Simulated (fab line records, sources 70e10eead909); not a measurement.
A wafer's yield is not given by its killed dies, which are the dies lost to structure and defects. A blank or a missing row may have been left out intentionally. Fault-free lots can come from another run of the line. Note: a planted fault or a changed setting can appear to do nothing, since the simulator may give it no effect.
Struck lot and sound lot, side by side :: flow nand harc :: 27 steps out of a route of 1302
Sound: these wafers, L492.1, L492.5, L492.6. Wafers L501.1, L501.2, L501.6 were the ones struck. The cause comes at the end.
For every step that has rows: the tool of each side, followed by ch and its chambers, followed by its first start. Under that, the readings that differ: sound wafers :: struck wafers :: difference of the means :: sigmas: that difference in standard deviations of wafers without a fault.
alike: a reading whose means differ by less than 2 such deviations, as well as words and numbers matching on both sides. not compared: withheld readings; readings where some wafer has no value; bounds like >300 that might hide an equal value; numbers whose values overlap and for which the record gives no deviation.
Wherever a step has rows on one side only, a row that says differs or no value, or a row with sigmas, the two part there. Numbers that have no deviation but don't overlap get no sigmas and don't part them. A reading that every wafer of one side lacks parts them only if that side has two wafers or more.

first, 8 steps without rows for these wafers: NHARC_A_DECK1_JOINT_CURE_26 (time 32 s); NHARC_A_DECK1_JOINT_ANNEAL_27 (time 3600 s); NHARC_A_DECK1_JOINT_ANNEAL_28 (time 1800 s); NHARC_A_DECK1_JOINT_ANNEAL_29 (time 1800 s); NHARC_A_DECK1_JOINT_CMP_02 (polishes SiOx); NHARC_A_DECK1_JOINT_SRD_15; NHARC_A_DECK1_JOINT_DEP_16 (deposits SiO2, target thk 45 nm); NHARC_A_ONON_D2_DEP_00 (target thk 1000 nm).
NHARC_A_ONON_D2_DEP_03: target thk 1000 nm.
  sound on pecvd onon-01 ch 0, day 16 14:28; struck on pecvd onon-04 ch 0, day 21 04:04
  alike: susceptor temp C
then, 17 steps without rows for these wafers: NHARC_A_ONON_D2_DEP_06 (target thk 1000 nm); NHARC_A_ONON_D2_DEP_09 (target thk 1000 nm); NHARC_A_ONON_D2_DEP_12 (target thk 1000 nm); NHARC_A_ONON_D2_ANNEAL_15 (time 3600 s); NHARC_A_ONON_D2_DEP_16 (target thk 1000 nm); NHARC_A_ONON_D2_DEP_19 (target thk 1000 nm); NHARC_A_ONON_D2_DEP_22 (target thk 1000 nm); NHARC_A_ONON_D2_DEP_25 (target thk 1000 nm); NHARC_A_ONON_D2_DEP_28 (target thk 1000 nm); NHARC_A_ONON_D2_DEP_33 (deposits SiO2, target thk 200 nm); NHARC_A_CHANNEL_HOLE_D2_DEP_00 (deposits aC, target thk 3100 nm); NHARC_A_CHANNEL_HOLE_D2_DEP_01 (deposits SiON, target thk 140 nm); NHARC_A_CHANNEL_HOLE_D2_DEHYDRATE_02 (time 120 s); NHARC_A_CHANNEL_HOLE_D2_HMDS_03 (time 30 s); NHARC_A_CHANNEL_HOLE_D2_COAT_36 (time 75 s); NHARC_A_CHANNEL_HOLE_D2_COAT_37 (time 65 s); NHARC_A_CHANNEL_HOLE_D2_COAT_04 (resist thk 90 nm).
-- jump in the record: it breaks off in module A_CHANNEL_HOLE_D2 and resumes in module END (first step shown: number 1302 of the route), and 12 days separate the struck wafers' starts before and after --
NHARC_END_SORT_01:
  here the record holds rows for the struck wafers (prober-02 ch 0, day 32 21:15) but none for the sound ones

== WHERE THEY PART ==
NHARC_END_SORT_01 only, going by this record.

WHY: the cause the simulator had injected
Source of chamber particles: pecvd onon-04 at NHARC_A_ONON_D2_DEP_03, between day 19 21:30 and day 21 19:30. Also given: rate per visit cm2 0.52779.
